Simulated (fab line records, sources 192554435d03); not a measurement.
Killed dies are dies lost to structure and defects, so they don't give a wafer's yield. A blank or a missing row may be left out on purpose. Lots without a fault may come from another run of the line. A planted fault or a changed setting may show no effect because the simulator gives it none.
Split-lot experiment | flow n5_finfet | 7 lots, 21 wafers read, on a route of 1938 steps

THE SPLIT
At N5_BEOL_M15_TRENCH_ETCH_34 (etches SiO2 in C4F8/O2/Ar, target depth 872.93 nm, time 199 s), the setting bias_w was moved away from the recipe's 2040 W on 5 of the 21 wafers read, by -9.9% to +17.1%. The other wafers ran this setting at the recipe's value.

FROM THE SPLIT TO THE READING: what the file shows between them, 12 steps
- N5_BEOL_M15_STRIP_36: strips in O2
- N5_BEOL_M15_STRIP_62: strips in O2
- N5_BEOL_M15_STRIP_37: strips in O2
- N5_BEOL_M15_ETCH_38: etches SiCN in CF4/N2, target depth 106.4 nm, time 120.5 s
- N5_BEOL_M15_PRECLEAN_39: cleans in residue remover, time 60 s
- N5_BEOL_M15_SRD_40: time 30 s, dry time 30 s
- N5_BEOL_M15_ECD_47: material Cu, target thk 1860 nm
- N5_BEOL_M15_ANNEAL_48: time 90 s
- N5_BEOL_M15_CMP_49: polishes, stops on SiO2, t overpolish 4.9 s, target thk 850 nm
- N5_BEOL_M15_THK_MEAS_50: measures by xrf
- N5_BEOL_M15_PRE_CLEAN_52: time 15 s
- N5_BEOL_M15_DEP_53: deposits SiCN from 3MS/NH3, target thk 50 nm, time 17.8 s

THE READING
M15_RS, in ohm/sq, at N5_BEOL_M15_RS_MEAS_54 (measures by four-point-probe). Fault-free wafers of this fab line usually give 0.0217 ohm/sq, standard deviation 0.00045 ohm/sq.

wafer  | tool, chamber at the split | bias_w as run, W | against the recipe | M15_RS, ohm/sq | against lot-mates on the recipe
L074.2 | rie_diel-05, 1             | 2040             | recipe             | 0.0215         | -
L074.3 | rie_diel-05, 3             | 2040             | recipe             | 0.0221         | -
L074.6 | rie_diel-05, 2             | 2040             | recipe             | 0.0216         | -
L075.1 | rie_diel-02, 1             | 2040             | recipe             | 0.0217         | -
L075.4 | rie_diel-02, 3             | 2040             | recipe             | 0.0217         | -
L075.6 | rie_diel-02, 2             | 2040             | recipe             | 0.0220         | -
L086.3 | rie_diel-04, 1             | 2040             | recipe             | 0.0214         | -
L086.5 | rie_diel-04, 1             | 2040             | recipe             | 0.0215         | -
L086.6 | rie_diel-04, 2             | 2347             | +15.0%             | 0.0200         | -0.0014
L088.2 | rie_diel-02, 3             | 1839             | -9.9%              | 0.0228         | +0.0011
L088.3 | rie_diel-02, 1             | 2040             | recipe             | 0.0217         | -
L088.6 | rie_diel-02, 3             | 1839             | -9.9%              | 0.0227         | +0.0010
L089.1 | rie_diel-02, 3             | 2040             | recipe             | 0.0221         | -
L089.4 | rie_diel-02, 1             | 2040             | recipe             | 0.0217         | -
L089.6 | rie_diel-02, 0             | 2389             | +17.1%             | 0.0198         | -0.0021
L096.1 | rie_diel-04, 3             | 2040             | recipe             | 0.0218         | -
L096.2 | rie_diel-04, 2             | 2195             | +7.6%              | 0.0208         | -0.0011
L096.6 | rie_diel-04, 3             | 2040             | recipe             | 0.0220         | -
L095.1 | rie_diel-04, 1             | 2040             | recipe             | 0.0212         | -
L095.3 | rie_diel-04, 0             | 2040             | recipe             | 0.0215         | -
L095.4 | rie_diel-04, 3             | 2040             | recipe             | 0.0217         | -

THE FIT
A straight line over all 21 wafers: M15_RS changes by -0.000111 ohm/sq for each +1% of bias_w; r = -0.95; the points scatter about the line by 0.00023 ohm/sq.
The same after taking each lot's own level away (the mean of its wafers on the recipe; 21 wafers): -0.000112 ohm/sq for each +1%; r = -0.97; scatter 0.00019 ohm/sq.
On that fit, the largest move of bias_w shifts the reading by 0.0019 ohm/sq.
The lots' own levels span 0.02145 to 0.02190 ohm/sq, that is 1.0 times the standard deviation above.
So the lot-to-lot level changes the slope little: the two slopes agree.
Check: with one of the wafers moved furthest among these (+17.1%) left out of the fit, the line predicts -0.00183 ohm/sq for it against its lot-mates. It came out at -0.0021 ohm/sq against them.
Tool readings at the split's step, against how far the setting was moved: rf_vpp_V r = +0.97.

OTHER SPLITS ON THESE WAFERS
These wafers also went through other splits before the reading. Each is held against what the fit with the lots' levels taken away leaves over:
other split on the same wafers | wafers away from the commonest value | r with M15_RS (lot level and that fit taken away)
N5_BEOL_M15_EXPOSE_25 dose_mj  | 7                                    | -0.15

THE WHOLE CHAIN: every reading that the file lists as answering this split, in the file's order
step                       | what it does                                                   | reading                                                                             | change (the file's fit)               | r (the file's)
N5_BEOL_M15_TRENCH_ETCH_34 | etches SiO2 in C4F8/O2/Ar, target depth 872.93 nm, time 199 s  | rf_vpp_V                                                                            | +16.4 V for each +1% of the setting   | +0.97
N5_BEOL_M15_TRENCH_ETCH_34 | etches SiO2 in C4F8/O2/Ar, target depth 872.93 nm, time 199 s  | etch.depth_nm (the simulator's own value, which no gauge read)                      | +4.59 nm for each +1% of the setting  | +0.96
N5_BEOL_M15_ETCH_38        | etches SiCN in CF4/N2, target depth 106.4 nm, time 120.5 s     | SiO2_of_BEOL_M15_ILD_DEP_00.thk_nm (the simulator's own value, which no gauge read) | +10.4 nm for each +1% of the setting  | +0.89
N5_BEOL_M15_CMP_49         | polishes, stops on SiO2, t overpolish 4.9 s, target thk 850 nm | Cu_of_BEOL_M15_ECD_47.thk_nm (the simulator's own value, which no gauge read)       | +4.61 nm for each +1% of the setting  | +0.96
N5_BEOL_M15_THK_MEAS_50    | measures by xrf                                                | M15_THK                                                                             | +4.88 for each +1% of the setting     | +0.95
N5_BEOL_M15_RS_MEAS_54     | measures by four-point-probe                                   | M15_RS                                                                              | -0.000113 for each +1% of the setting | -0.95

THE FILE'S OWN FIT
M15_RS changes by -0.000113 ohm/sq for each +1% of bias_w, r = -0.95.
